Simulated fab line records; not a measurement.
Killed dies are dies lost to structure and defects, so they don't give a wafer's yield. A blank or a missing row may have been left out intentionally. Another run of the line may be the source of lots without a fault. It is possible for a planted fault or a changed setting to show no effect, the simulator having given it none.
Matching of chambers    flow n5Finfet    3 sister chambers for N5_MOL_CONTACT_COAG_CO_FILL_22 on cvdCo-02
The step material Co, precursor CCTBA/H2, target thk 20 nm. 6 wafers are shown with their chamber, then 10 later ones without.

EACH WAFER AND ITS CHAMBER
wafer   chamber  heaterPowerW (W)
L085.5  1        205
L087.3  0        218
L087.5  1        208
L087.6  2        227
L088.1  0        228
L088.3  2        227

WAFERS MISSING THEIR CHAMBER
wafer   heaterPowerW (W)
L088.4  228
L092.1  202
L092.2  229
L092.3  222
L095.1  225
L095.2  206
L095.3  223
L095.4  223
L095.5  207
L095.6  235

EACH ONE'S CHAMBER
wafer   from the rows above      in truth
L088.4  can't be placed: 2 or 0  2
L092.1  1                        1
L092.2  can't be placed: 2 or 0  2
L092.3  can't be placed: 0 or 2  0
L095.1  can't be placed: 0 or 2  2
L095.2  1                        1
L095.3  can't be placed: 0 or 2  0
L095.4  can't be placed: 0 or 2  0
L095.5  1                        1
L095.6  can't be placed: 2 or 0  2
Correctly placed: 3 of 10. From these rows, 7 cannot be placed; in 7 the true chamber is one of the candidates. Wrongly placed: 0.
How it was worked out, from the rows above alone: a wafer's distance from a chamber is the root of the sum, over the readings, of the square of ((its reading less the chamber's mean) divided by the reading's scatter). If the next closest chamber is less than 2 further off than the closest, the wafer can't be placed; otherwise it belongs to the closest. A chamber's mean is the mean of its shown wafers. The scatter is the square root of a quotient: the sum, over the shown wafers, of each reading's squared deviation from its chamber's mean, divided by wafers minus chambers.
